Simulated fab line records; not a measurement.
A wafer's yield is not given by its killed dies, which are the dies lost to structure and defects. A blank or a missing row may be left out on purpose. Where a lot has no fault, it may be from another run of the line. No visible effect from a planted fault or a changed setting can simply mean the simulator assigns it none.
Struck lot and sound lot, side by side / flow nandHarc / 40 steps out of a route of 1159
Sound: the wafers L396.3, L396.4, L396.6. Wafers struck: L410.4, L410.5, L410.6. The cause comes at the end.
Order at every step that has rows: each side's tool, ch and its chambers, its first start. Under that, the readings that differ: sound wafers / struck wafers / difference of the means / sigmas: that difference in standard deviations of wafers without a fault.
alike: readings whose means differ by less than 2 such deviations, and words and numbers that are the same on both sides. not compared: withheld readings, readings that some wafer has no value for, bounds like >300 that may hide the same value, and numbers for which the record gives no deviation and whose values overlap.
The two part at a step that has a row with sigmas, a row that says differs or no value, or rows on one side only. When numbers do not overlap yet have no deviation, they are printed without sigmas and do not part them. A reading that every wafer of one side lacks parts them only if that side has two wafers or more.

NHARC_P_CONTACT_INSPECT_14:
  sound on defectInspect-02, day 7 21:58; struck on defectInspect-02, day 11 02:16
  alike: rawDefectCount
NHARC_P_CONTACT_DESCUM_17: chemistry O2, time 3 s.
  sound on rieDiel-07 ch 1,2,3, day 7 22:02; struck on rieDiel-11 ch 0,1,3, day 11 02:22
  alike: drypumpMotorCurrentA, mfcArSccm, oesProductAu, rfVppV, showerheadPlenumPTorr, throttleValvePct
  not compared: rfHoursCounterH
then, 2 steps without rows for these wafers: NHARC_P_CONTACT_ETCH_35 (etches the open film in CF4, target depth 39 nm, time 65 s); NHARC_P_CONTACT_ETCH_36 (etches the open film in N2/H2, target depth 260 nm, time 406.25 s).
NHARC_P_CONTACT_ETCH_18: etches the open film in C4F8/O2/Ar, target depth 481 nm, time 240.5 s.
  sound: rieDiel-07 ch 0,1; struck: rieDiel-11 ch 0,1,2
  alike: oesProductAu, rfVppV
  not compared: rfHoursCounterH
then, 1 step without rows for these wafers: NHARC_P_CONTACT_STRIP_37 (strips in C4F8/O2/Ar).
NHARC_P_CONTACT_ETCH_31: etches the open film in CH3F/O2, target depth 30 nm, time 85.7 s.
  sound: rieDiel-07 ch 0,1,2; struck: rieDiel-11 ch 1,2,3
  alike: drypumpMotorCurrentA, mfcArSccm, oesProductAu, rfVppV, showerheadPlenumPTorr, throttleValvePct
  not compared: rfHoursCounterH
NHARC_P_CONTACT_CD_MEAS_19:
  sound on cdSem-02, day 7 22:53; struck on cdSem-02, day 11 03:19
  alike: cdNm
then, 4 steps without rows for these wafers: NHARC_P_CONTACT_STRIP_28 (strips in O2); NHARC_P_CONTACT_STRIP_29 (strips in post etch residue remover, time 1200 s); NHARC_P_CONTACT_DEGAS_38 (time 60 s); NHARC_P_CONTACT_PRE_CLEAN_39 (time 19.5 s).
NHARC_P_CONTACT_PVD_32: deposits Ti, target thk 5 nm, time 17.7 s.
  sound on pvdSputter-03, day 7 23:48; struck on pvdSputter-03, day 11 04:10
  alike: throttleValvePct
then, 14 steps without rows for these wafers: NHARC_P_CONTACT_ALD_22 (deposits TiN, target thk 3 nm, pulse time 1 s, ald cycles 150); NHARC_P_CONTACT_CVD_23 (deposits W, target thk 200 nm, time 557 s); NHARC_P_CONTACT_CMP_24 (polishes, t overpolish 30 s, target thk 200 nm); NHARC_P_CONTACT_SRD_26; NHARC_P_M0_DEP_00 (deposits SiOC, target thk 150 nm); NHARC_P_M0_DEHYDRATE_01 (time 120 s); NHARC_P_M0_HMDS_02 (time 30 s); NHARC_P_M0_COAT_33 (time 65 s); NHARC_P_M0_COAT_03 (resist thk 90 nm); NHARC_P_M0_SOFTBAKE_04 (time 55 s); NHARC_P_M0_EBR_05; NHARC_P_M0_EXPOSE_06 (exposes mask P M0, target cd 90 nm); NHARC_P_M0_PEB_07 (peb time 65 s); NHARC_P_M0_DEVELOP_08 (develop time 35 s).
NHARC_P_M0_CD_MEAS_09 targets a cd of 90 nm.
  sound on cdSem-01 ch 0, day 8 02:07; struck on cdSem-01 ch 0, day 11 06:28
  alike: cdNm
NHARC_P_M0_OVL_MEAS_10: pitch 180 nm.
  sound on overlay-01, day 8 02:12; struck on overlay-02, day 11 06:33
  alike: overlayXNm, overlayYNm
then, 1 step without rows for these wafers: NHARC_P_M0_DESCUM_14 (chemistry O2, time 3 s).
NHARC_P_M0_ETCH_34: etches the open film in N2/H2, target depth 40 nm, overetch 12 nm, time 43.94 s.
  sound on rieDiel-04 ch 0,1,2, day 8 02:25; struck on rieDiel-04 ch 0,1,3, day 11 06:46
  alike: drypumpMotorCurrentA, mfcArSccm, oesProductAu, rfVppV, showerheadPlenumPTorr, throttleValvePct
  not compared: rfHoursCounterH
then, 1 step without rows for these wafers: NHARC_P_M0_ETCH_15 (etches the open film in C4F8/Ar, target depth 150 nm, overetch 15 nm, time 82.5 s).
NHARC_P_M0_CD_MEAS_16:
  sound on cdSem-01, day 8 02:41; struck on cdSem-02, day 11 07:00
  alike: cdNm
then, 2 steps without rows for these wafers: NHARC_P_M0_STRIP_18 (strips in N2/H2); NHARC_P_M0_STRIP_19 (strips in post etch residue remover, time 600 s).
NHARC_P_M0_DEGAS_28: time 60 s.
  sound on pvdSputter-01, day 8 03:19; struck on pvdSputter-02, day 11 07:39
  alike: heaterPowerW
then, 3 steps without rows for these wafers: NHARC_P_M0_PRE_CLEAN_29 (time 30 s); NHARC_P_M0_PVD_20 (deposits TaN, target thk 5 nm, time 8.06 s); NHARC_P_M0_PVD_21 (deposits Cu, target thk 30 nm, time 20.49 s).
-- the record jumps here: 14 days lie between the struck wafers' starts before and after (it left off in module P_M0 and takes up again in module END, whose first step shown is number 1159 of the route) --
NHARC_END_SORT_01:
  at this point the record logs the struck wafers (prober-02 ch 0, day 25 07:26) and has no rows for the sound ones

== WHERE THEY PART ==
Only at NHARC_END_SORT_01, within this record.

WHY: what the simulator had put in
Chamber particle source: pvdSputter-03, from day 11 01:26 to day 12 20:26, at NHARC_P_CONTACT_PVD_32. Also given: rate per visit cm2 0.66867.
